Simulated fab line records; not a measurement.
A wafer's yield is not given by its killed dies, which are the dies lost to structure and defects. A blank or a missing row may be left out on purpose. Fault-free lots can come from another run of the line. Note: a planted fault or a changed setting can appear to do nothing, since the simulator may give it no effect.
Which tool did it? -- flow n5_finfet -- 10 lots, 30 wafers sampled, at 7 steps of a route of 1938

WHAT EACH GAUGE READ, for each wafer
N5_ZERO_LAYER_INSPECT_20: inspects for defects (darkfield).
lot,measured,on,raw_defect_count
L626,day 2 01:49,defect_inspect-02,49 37 45
L628,day 2 13:32,defect_inspect-02,44 17 24
L631,day 3 07:23,defect_inspect-02,43 78 54
L633,day 3 19:23,defect_inspect-02,18 516 459
L641,day 5 19:23,defect_inspect-02,70 61 99
L642,day 6 01:20,defect_inspect-01,52 34 75
L644,day 6 13:18,defect_inspect-02,41 42 26
L645,day 6 19:17,defect_inspect-02,73 39 35
L646,day 7 01:26,defect_inspect-02,55 38 51
L647,day 7 07:23,defect_inspect-02,41 32 44

N5_WELL_APT_CD_MEAS_08: target cd 200 nm.
lot,measured,on,cd_nm (nm)
L626,day 2 02:07,cd_sem-03,200.8 200.6 198.4
L628,day 2 13:50,cd_sem-03,202.0 202.2 200.1
L631,day 3 07:49,cd_sem-03,200.1 201.0 200.6
L633,day 3 19:49,cd_sem-02,202.2 202.1 201.1
L641,day 5 19:49,cd_sem-03,199.1 198.2 198.8
L642,day 6 01:46,cd_sem-03,202.8 199.9 201.4
L644,day 6 13:43,cd_sem-02,199.5 201.0 201.8
L645,day 6 19:43,cd_sem-01,200.3 199.0 198.4
L646,day 7 01:52,cd_sem-02,200.1 199.9 199.2
L647,day 7 07:41,cd_sem-01,200.6 200.3 200.2

N5_WELL_APT_INSPECT_10: inspects for defects (macro).
lot,measured,on,raw_defect_count
L626,day 2 02:10,defect_inspect-02,3 3 2
L628,day 2 13:53,defect_inspect-02,3 2 2
L631,day 3 07:52,defect_inspect-02,1 1 5
L633,day 3 19:52,defect_inspect-01,1 >300 >300
L641,day 5 19:52,defect_inspect-01,0 3 3
L642,day 6 01:50,defect_inspect-01,1 1 4
L644,day 6 13:47,defect_inspect-02,2 3 0
L645,day 6 19:46,defect_inspect-01,2 1 0
L646,day 7 01:55,defect_inspect-02,1 0 1
L647,day 7 07:44,defect_inspect-01,6 5 2

N5_WELL_APT_INSPECT_38: inspects for defects (darkfield).
lot,measured,on,raw_defect_count
L626,day 2 06:13,defect_inspect-02,14 14 10
L628,day 2 17:21,defect_inspect-02,7 9 12
L631,day 3 10:46,defect_inspect-01,11 12 7
L633,day 4 02:04,defect_inspect-02,20 485 467
L641,day 5 22:49,defect_inspect-01,12 15 6
L642,day 6 04:52,defect_inspect-02,12 19 8
L644,day 6 17:08,defect_inspect-01,6 8 11
L645,day 6 23:40,defect_inspect-02,10 11 10
L646,day 7 05:02,defect_inspect-01,21 16 20
L647,day 7 10:37,defect_inspect-01,18 15 14

N5_PMOS_HMC_CHANNEL_EPI_OVL_MEAS_10.
lot,measured,on,PMOS_HMC_BLK_OVL (nm)
L626,day 2 06:42,overlay-01,0.0 0.0 0.3
L628,day 2 17:50,overlay-02,-0.8 0.4 -0.8
L631,day 3 11:14,overlay-02,-0.2 -0.5 0.6
L633,day 4 02:34,overlay-01,-2.3 -1.1 -2.4
L641,day 5 23:10,overlay-01,-0.3 -0.4 -1.6
L642,day 6 05:13,overlay-01,-0.7 -0.1 -0.9
L644,day 6 17:38,overlay-02,0.0 -0.4 -0.7
L645,day 7 00:00,overlay-02,-0.7 -1.1 -1.4
L646,day 7 05:31,overlay-01,-1.8 -0.4 -1.0
L647,day 7 10:58,overlay-02,-1.1 -1.6 -0.8

EACH LOT AND THE TOOL THAT RAN IT (in order: tool; ch and the chambers of the sampled wafers; start)
lot,N5_ZERO_LAYER_ETCH_17,N5_WELL_APT_DESCUM_13
L626,"rie_diel-01 ch 0,2, day 2 01:02","rie_diel-05 ch 1,2, day 2 02:26"
L628,"rie_diel-02 ch 0,2,3, day 2 12:56","rie_diel-05 ch 0,3, day 2 13:59"
L631,"rie_diel-06 ch 2,3, day 3 06:50","rie_diel-03 ch 0,2, day 3 07:53"
L633,"rie_diel-02 ch 0,3, day 3 18:51","rie_diel-05 ch 0,2,3, day 3 20:07"
L641,"rie_diel-01 ch 0,1, day 5 18:52","rie_diel-05 ch 0,1,2, day 5 20:00"
L642,"rie_diel-06 ch 1,2,3, day 6 00:49","rie_diel-04 ch 0,1,3, day 6 01:52"
L644,"rie_diel-01 ch 1,2,3, day 6 12:44","rie_diel-04 ch 0,1, day 6 13:55"
L645,"rie_diel-02 ch 2,3, day 6 18:44","rie_diel-04 ch 0,2,3, day 6 19:48"
L646,"rie_diel-01 ch 0,1,3, day 7 00:53","rie_diel-04 ch 0,3, day 7 02:04"
L647,"rie_diel-01 ch 2,3, day 7 06:51","rie_diel-05 ch 0,2, day 7 07:47"
- N5_ZERO_LAYER_ETCH_17: etches SiO2 in CF4, target depth 12 nm, time 13.3 s.
- N5_WELL_APT_DESCUM_13: chemistry O2, time 7.9 s.

WHAT THE TOOLS THEMSELVES READ (means of the sampled wafers that have a number; where no wafer has one, the mark that the record gives instead)
N5_ZERO_LAYER_ETCH_17.
lot,tool,drypump_motor_current_A (A),oes_product_au (a.u.),rf_vpp_V (V),showerhead_plenum_p_Torr (Torr),throttle_valve_pct (%)
L626,rie_diel-01,5.2,0.85,949,2.15,15.45
L628,rie_diel-02,5.8,0.72,950,2.16,15.75
L631,rie_diel-06,5.7,0.79,948,2.11,15.37
L633,rie_diel-02,5.8,0.73,949,2.16,15.66
L641,rie_diel-01,5.7,0.76,951,2.18,15.63
L642,rie_diel-06,6.1,0.83,949,2.16,15.43
L644,rie_diel-01,5.1,0.81,946,2.08,15.37
L645,rie_diel-02,5.7,0.80,951,2.17,15.63
L646,rie_diel-01,5.4,0.78,948,2.12,15.53
L647,rie_diel-01,4.8,0.83,945,2.08,15.39

N5_WELL_APT_DESCUM_13.
lot,tool,drypump_motor_current_A (A),o2_flow_sccm (sccm),oes_product_au (a.u.),rf_vpp_V (V),showerhead_plenum_p_Torr (Torr),throttle_valve_pct (%)
L626,rie_diel-05,5.5,225.1,0.71,243.9,2.16,20.56
L628,rie_diel-05,5.7,224.8,0.77,242.1,2.00,20.38
L631,rie_diel-03,5.8,225.2,0.88,244.5,2.22,20.27
L633,rie_diel-05,5.6,224.8,0.94,243.9,2.14,20.21
L641,rie_diel-05,5.6,225.1,0.84,244.8,2.18,20.28
L642,rie_diel-04,6.3,225.6,0.72,244.7,2.14,20.63
L644,rie_diel-04,6.4,225.4,0.71,244.4,2.16,20.65
L645,rie_diel-04,6.2,224.5,0.75,243.0,2.11,20.65
L646,rie_diel-04,6.2,224.5,0.73,243.1,2.14,20.60
L647,rie_diel-05,5.6,224.2,0.87,245.2,2.19,20.16

THE ANSWER, worked out from the rows above alone
Rule: the usual values come from the lots themselves. Put in order of their means at a reading, lots are off if they are a third of the lots or fewer, leave a main group of 4 or more, and stand apart from it by a gap of 3 or more times the standard deviation of the main group's means; of several such gaps the widest counts. A main group whose means are all the same, to the digits that the tables above print for the reading, isn't used. Also off: a lot with no number at a reading for which 4 or more lots have one. Where the step has rows for the other lots, those lots are counted as sound. After the gauges, taken in route order, come the tools' own readings; for these a lot's mean is taken, as printed above. The first step at which some lot is off is used, and at that step the reading that is off furthest; a lot without a number counts as furthest.
Off: L633 (N5_ZERO_LAYER_INSPECT_20, raw_defect_count). Main group: mean 48, sd 13.
A tool fits if, at a process step before that reading, it ran every lot that is off, and no sound lot after the first of them. The gauges at N5_ZERO_LAYER_INSPECT_20 are tried like those tools. Not one of the candidates tried fits.

WHAT THE SIMULATOR PUT IN
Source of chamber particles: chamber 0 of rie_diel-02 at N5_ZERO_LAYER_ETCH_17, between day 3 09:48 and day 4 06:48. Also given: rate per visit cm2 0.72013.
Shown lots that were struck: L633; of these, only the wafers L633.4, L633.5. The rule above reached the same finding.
